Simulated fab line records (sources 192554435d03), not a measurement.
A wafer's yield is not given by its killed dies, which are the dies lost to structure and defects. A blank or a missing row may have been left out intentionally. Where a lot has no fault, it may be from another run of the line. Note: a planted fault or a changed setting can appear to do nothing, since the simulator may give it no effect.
Matching of chambers + flow n5 finfet + N5_SDB_STRIP_21 on rie diel-04 has 4 sister chambers
The step strips in CF4. 8 wafers are shown with their chamber, then 8 later ones without.

== WAFERS WITH THEIR CHAMBER ==
| wafer  | chamber | drypump motor current A (A) | showerhead plenum p Torr (Torr) |
|--------|---------|-----------------------------|---------------------------------|
| L085.3 | 3       | 5.8                         | 1.79                            |
| L086.4 | 2       | 6.7                         | 1.77                            |
| L086.5 | 2       | 6.8                         | 1.77                            |
| L089.2 | 1       | 5.7                         | 1.73                            |
| L089.3 | 3       | 5.8                         | 1.78                            |
| L091.1 | 1       | 5.7                         | 1.73                            |
| L091.6 | 0       | 4.9                         | 1.73                            |
| L092.2 | 0       | 4.9                         | 1.73                            |

== WAFERS WITH NO CHAMBER GIVEN ==
| wafer  | drypump motor current A (A) | showerhead plenum p Torr (Torr) |
|--------|-----------------------------|---------------------------------|
| L092.3 | 5.7                         | 1.73                            |
| L092.6 | 5.7                         | 1.73                            |
| L093.1 | 5.8                         | 1.78                            |
| L093.3 | 6.8                         | 1.77                            |
| L093.5 | 5.8                         | 1.78                            |
| L095.2 | 5.8                         | 1.78                            |
| L095.4 | 5.8                         | 1.73                            |
| L095.5 | 5.8                         | 1.78                            |

== EACH ONE'S CHAMBER ==
| wafer  | from the rows above | in truth |
|--------|---------------------|----------|
| L092.3 | 1                   | 1        |
| L092.6 | 1                   | 1        |
| L093.1 | 3                   | 3        |
| L093.3 | 2                   | 2        |
| L093.5 | 3                   | 3        |
| L095.2 | 3                   | 3        |
| L095.4 | 1                   | 1        |
| L095.5 | 3                   | 3        |
Placed correctly: 8 of 8. From these rows, 0 cannot be placed. Wrongly placed: 0.
How it was worked out, from the rows above alone: a wafer's distance from a chamber is the root of the sum, over the readings, of the square of ((its reading less the chamber's mean) divided by the reading's scatter). The wafer belongs to the nearest chamber; if the next one is less than 2 further off, it can't be placed. Each chamber's mean is taken over the wafers shown for it. How the scatter is found: for the shown wafers, subtract from each reading the mean of its chamber, square and add these, divide the total by (wafers less chambers), then take the root.
